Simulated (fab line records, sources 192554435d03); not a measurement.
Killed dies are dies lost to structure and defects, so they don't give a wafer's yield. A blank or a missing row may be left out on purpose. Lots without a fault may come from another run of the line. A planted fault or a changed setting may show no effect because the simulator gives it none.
Which tool did it? | flow n5_finfet | 12 lots, 36 wafers sampled, at 3 steps of a route of 1938

WHAT THE GAUGES READ, wafer by wafer
N5_SDB_THK_MEAS_31.
lot  | measured    | on            | SDB_THK (nm)
L075 | day 4 06:33 | film_metro-01 | 63.2 64.4 63.8
L077 | day 4 19:35 | film_metro-01 | 63.5 65.8 64.4
L078 | day 5 06:10 | film_metro-02 | 63.6 63.6 63.6
L081 | day 5 19:13 | film_metro-01 | 63.9 64.5 63.2
L083 | day 6 05:26 | film_metro-02 | 64.5 64.9 65.0
L085 | day 6 18:44 | film_metro-02 | 63.4 64.0 64.0
L087 | day 7 05:23 | film_metro-01 | 64.2 63.0 64.8
L089 | day 7 18:10 | film_metro-01 | 64.3 64.4 65.1
L091 | day 8 06:47 | film_metro-01 | 64.5 64.6 63.9
L093 | day 8 21:37 | film_metro-02 | 63.7 62.8 63.2
L095 | day 9 08:32 | film_metro-01 | 65.3 64.7 66.0
L097 | day 9 18:39 | film_metro-01 | 63.2 62.3 63.1

WHICH TOOL RAN EACH LOT (tool, then ch and the chambers of the sampled wafers, then the start)
lot  | N5_SD_EPI_P_ETCH_16               | N5_ILD0_CMP_03
L075 | rie_diel-04 ch 2,3, day 3 15:19   | cmp-03 ch 0,1,3, day 3 22:28
L077 | rie_diel-02 ch 0,1,3, day 4 04:21 | cmp-01 ch 0,1,3, day 4 11:26
L078 | rie_diel-01 ch 0,1,2, day 4 14:04 | cmp-03 ch 1,2, day 4 20:25
L081 | rie_diel-02 ch 0, day 5 04:37     | cmp-01 ch 1,2,3, day 5 10:58
L083 | rie_diel-01 ch 0,1,2, day 5 11:34 | cmp-01 ch 0,1,3, day 5 17:51
L085 | rie_diel-02 ch 0,2, day 6 03:06   | cmp-02 ch 0,1, day 6 09:33
L087 | rie_diel-01 ch 1,3, day 6 14:22   | cmp-02 ch 1,2,3, day 6 20:42
L089 | rie_diel-01 ch 0,3, day 6 23:16   | cmp-03 ch 1,2,3, day 7 07:38
L091 | rie_diel-04 ch 0,2, day 7 14:28   | cmp-03 ch 0,2, day 7 20:44
L093 | rie_diel-01 ch 1,2,3, day 8 05:57 | cmp-02 ch 2,3, day 8 13:24
L095 | rie_diel-01 ch 0,1,2, day 8 16:46 | cmp-03 ch 2,3, day 9 00:20
L097 | rie_diel-02 ch 1,3, day 9 03:26   | cmp-02 ch 1,3, day 9 10:05
- N5_SD_EPI_P_ETCH_16: etches SiO2 in CHF3/O2, target depth 5 nm.
- N5_ILD0_CMP_03: polishes, stops on SiNx, t overpolish 1.9 s, target thk 197.38 nm.

THE ANSWER, worked out from the rows above alone
Rule: what is usual is taken from the lots themselves. Put in order of their means at a reading, lots are off if they are a third of the lots or fewer, leave a main group of 4 or more, and stand apart from it by a gap of 3 or more times the standard deviation of the main group's means; of several such gaps the widest counts. A main group whose means are all the same, to the digits that the tables above print for the reading, isn't used. A lot without any number at a reading at which 4 lots or more have one is off too. The other lots that the step has rows for count as sound.
No lot is off at any reading shown: from this, nothing can be told.

WHAT THE SIMULATOR HAD PUT IN
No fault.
